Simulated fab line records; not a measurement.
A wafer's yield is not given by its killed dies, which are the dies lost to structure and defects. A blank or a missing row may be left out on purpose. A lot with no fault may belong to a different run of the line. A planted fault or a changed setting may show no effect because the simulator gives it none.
Matching of chambers + flow n5_finfet + rie_diel-03 running N5_GATE_CUT_ETCH_58: 4 sister chambers
The step etches SiNx in CH3F/O2, target depth 17 nm, time 128.6 s. 4 wafers are shown with their chamber, then 10 later ones without.

EACH WAFER AND ITS CHAMBER
| wafer  | chamber | drypump_motor_current_A (A) |
|--------|---------|-----------------------------|
| L085.2 | 3       | 5.5                         |
| L086.4 | 2       | 6.6                         |
| L091.1 | 1       | 5.6                         |
| L091.5 | 0       | 5.9                         |

WAFERS WHOSE CHAMBER IS MISSING
| wafer  | drypump_motor_current_A (A) |
|--------|-----------------------------|
| L091.6 | 5.6                         |
| L092.1 | 5.6                         |
| L092.3 | 5.9                         |
| L092.4 | 5.5                         |
| L093.2 | 5.5                         |
| L093.4 | 5.6                         |
| L093.6 | 5.8                         |
| L097.2 | 6.6                         |
| L097.5 | 6.5                         |
| L097.6 | 5.8                         |

WHICH CHAMBER EACH ONE RAN IN
| wafer  | from the rows above     | in truth |
|--------|-------------------------|----------|
| L091.6 | can't be placed: 1 or 3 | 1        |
| L092.1 | can't be placed: 1 or 3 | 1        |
| L092.3 | 0                       | 0        |
| L092.4 | can't be placed: 3 or 1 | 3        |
| L093.2 | can't be placed: 3 or 1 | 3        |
| L093.4 | can't be placed: 1 or 3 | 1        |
| L093.6 | can't be placed: 0 or 1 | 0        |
| L097.2 | 2                       | 2        |
| L097.5 | 2                       | 2        |
| L097.6 | can't be placed: 0 or 1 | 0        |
Correct placement for 3 of the 10. From these rows, 7 cannot be placed; in 7 the true chamber is one of the candidates. Wrongly placed: 0.
How it was worked out, from the rows above alone: a wafer's distance from a chamber is the root of the sum, over the readings, of the square of ((its reading less the chamber's mean) divided by the reading's scatter). If the next closest chamber is less than 2 further off than the closest, the wafer can't be placed; otherwise it belongs to the closest. A chamber's mean is the mean of its shown wafers. The scatter: root of mean squared gap, hidden wafer to nearest shown wafer, with one shown wafer a chamber.
